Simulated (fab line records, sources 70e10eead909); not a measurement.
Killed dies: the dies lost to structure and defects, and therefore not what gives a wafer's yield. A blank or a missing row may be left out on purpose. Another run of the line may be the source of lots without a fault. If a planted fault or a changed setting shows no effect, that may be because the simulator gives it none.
Which of the tools did it?    flow nandHarc    13 lots, 39 wafers sampled, at 5 steps of a route of 1159

## WHAT EACH GAUGE READ, for each wafer
NHARC_A_ONON_D1_THK_MEAS_02: measures by ellipsometry.
lot   measured      on            thkNm (nm)
L111  day 7 07:09   filmMetro-01  995 993 994
L113  day 8 00:31   filmMetro-01  1009 1007 1007
L112  day 8 00:32   filmMetro-02  996 994 995
L114  day 8 06:47   filmMetro-02  1010 1008 1008
L116  day 8 10:06   filmMetro-02  1027 1025 1023
L119  day 9 19:07   filmMetro-02  993 991 992
L123  day 10 19:01  filmMetro-01  981 981 980
L127  day 11 14:52  filmMetro-02  991 988 990
L128  day 12 00:40  filmMetro-01  1018 1017 1019
L131  day 12 16:29  filmMetro-01  1009 1010 1007
L132  day 12 16:30  filmMetro-02  1005 1007 1006
L133  day 12 21:48  filmMetro-02  1003 1002 1003
L134  day 13 08:48  filmMetro-01  1020 1019 1017

NHARC_A_ONON_D1_THK_MEAS_05: measures by ellipsometry.
lot   measured      on            thkNm (nm)
L111  day 7 07:43   filmMetro-02  1005 1005 1004
L113  day 8 01:05   filmMetro-01  1015 1015 1015
L112  day 8 01:05   filmMetro-02  1008 1010 1009
L114  day 8 07:21   filmMetro-02  995 997 997
L116  day 8 10:40   filmMetro-02  1007 1007 1007
L119  day 9 19:41   filmMetro-01  1011 1011 1011
L123  day 10 19:34  filmMetro-01  993 993 989
L127  day 11 15:27  filmMetro-01  1003 1006 1003
L128  day 12 01:14  filmMetro-01  991 989 991
L131  day 12 17:02  filmMetro-02  1014 1013 1010
L132  day 12 17:04  filmMetro-01  1000 1000 1000
L133  day 12 22:22  filmMetro-01  997 998 997
L134  day 13 09:22  filmMetro-02  1000 999 1001

NHARC_A_ONON_D1_THK_MEAS_08: measures by ellipsometry.
lot   measured      on            thkNm (nm)
L111  day 7 08:17   filmMetro-01  997 997 996
L113  day 8 01:40   filmMetro-01  1026 1025 1027
L112  day 8 01:39   filmMetro-02  996 997 994
L114  day 8 07:57   filmMetro-01  995 993 994
L116  day 8 11:14   filmMetro-01  1005 1006 1005
L119  day 9 20:16   filmMetro-02  996 996 997
L123  day 10 20:08  filmMetro-01  1004 1069 1005
L127  day 11 16:01  filmMetro-01  1002 1001 1002
L128  day 12 01:48  filmMetro-01  991 991 991
L131  day 12 17:37  filmMetro-02  1009 1008 1008
L132  day 12 17:38  filmMetro-01  994 998 996
L133  day 12 22:56  filmMetro-01  1016 1017 1018
L134  day 13 09:56  filmMetro-01  993 991 991

NHARC_A_ONON_D1_THK_MEAS_30: measures by ellipsometry.
lot   measured      on            thkNm (nm)
L111  day 7 18:31   filmMetro-01  996 998 996
L113  day 8 12:13   filmMetro-01  985 987 986
L112  day 8 12:13   filmMetro-01  975 975 975
L114  day 8 18:31   filmMetro-02  1010 1009 1009
L116  day 8 21:59   filmMetro-01  1004 1002 1001
L119  day 10 07:56  filmMetro-01  1001 999 999
L123  day 11 06:41  filmMetro-01  999 1000 1002
L127  day 12 02:43  filmMetro-02  990 989 990
L128  day 12 13:25  filmMetro-02  1004 1004 1002
L131  day 13 04:04  filmMetro-01  1004 1006 1005
L132  day 13 04:04  filmMetro-02  1005 1003 1003
L133  day 13 09:43  filmMetro-01  1000 1002 1001
L134  day 13 22:35  filmMetro-02  1002 1003 1001

## EACH LOT AND THE TOOL THAT RAN IT (in order: tool; ch and the chambers of the sampled wafers; start)
lot   NHARC_A_ONON_D1_DEP_06
L111  pecvdOnon-04 ch 0, day 7 07:57
L113  pecvdOnon-01 ch 0, day 8 01:09
L112  pecvdOnon-04 ch 0, day 8 01:12
L114  pecvdOnon-01 ch 0, day 8 07:25
L116  pecvdOnon-04 ch 0, day 8 10:43
L119  pecvdOnon-01 ch 0, day 9 19:44
L123  pecvdOnon-01 ch 0, day 10 19:38
L127  pecvdOnon-02 ch 0, day 11 15:30
L128  pecvdOnon-02 ch 0, day 12 01:28
L131  pecvdOnon-04 ch 0, day 12 17:09
L132  pecvdOnon-02 ch 0, day 12 17:08
L133  pecvdOnon-04 ch 0, day 12 22:29
L134  pecvdOnon-04 ch 0, day 13 09:25
- NHARC_A_ONON_D1_DEP_06: target thk 1000 nm.

## WHAT THE TOOLS THEMSELVES READ (means of the sampled wafers that have a number; where no wafer has one, the mark that the record gives instead)
NHARC_A_ONON_D1_DEP_06.
lot   tool          sih4FlowSccm (sccm)
L111  pecvdOnon-04  209.3
L113  pecvdOnon-01  210.2
L112  pecvdOnon-04  210.1
L114  pecvdOnon-01  210.4
L116  pecvdOnon-04  209.8
L119  pecvdOnon-01  210.4
L123  pecvdOnon-01  209.9
L127  pecvdOnon-02  209.8
L128  pecvdOnon-02  210.1
L131  pecvdOnon-04  210.8
L132  pecvdOnon-02  210.4
L133  pecvdOnon-04  209.9
L134  pecvdOnon-04  209.7

## THE ANSWER, worked out from the rows above alone
Rule: usual is defined by the lots themselves. The widest of any qualifying gaps counts: lots, ordered by their means at a reading, are off when they make up no more than a third of the lots, leave a main group of 4 or more, and stand apart from it by 3 or more times the standard deviation of that group's means. The tables above print the reading to a certain number of digits; a main group whose means all agree to those digits is not used. Also off: a lot with no number at a reading for which 4 or more lots have one. Where the step has rows for the other lots, those lots are counted as sound. Order of review: gauges by route order, followed by the tools' own readings, for which a lot's mean as printed above is used. The first step at which some lot is off is used, and at that step the reading that is off furthest; a lot without a number counts as furthest.
None of the lots is off at any reading shown; this tells nothing.

## WHAT THE SIMULATOR PUT IN
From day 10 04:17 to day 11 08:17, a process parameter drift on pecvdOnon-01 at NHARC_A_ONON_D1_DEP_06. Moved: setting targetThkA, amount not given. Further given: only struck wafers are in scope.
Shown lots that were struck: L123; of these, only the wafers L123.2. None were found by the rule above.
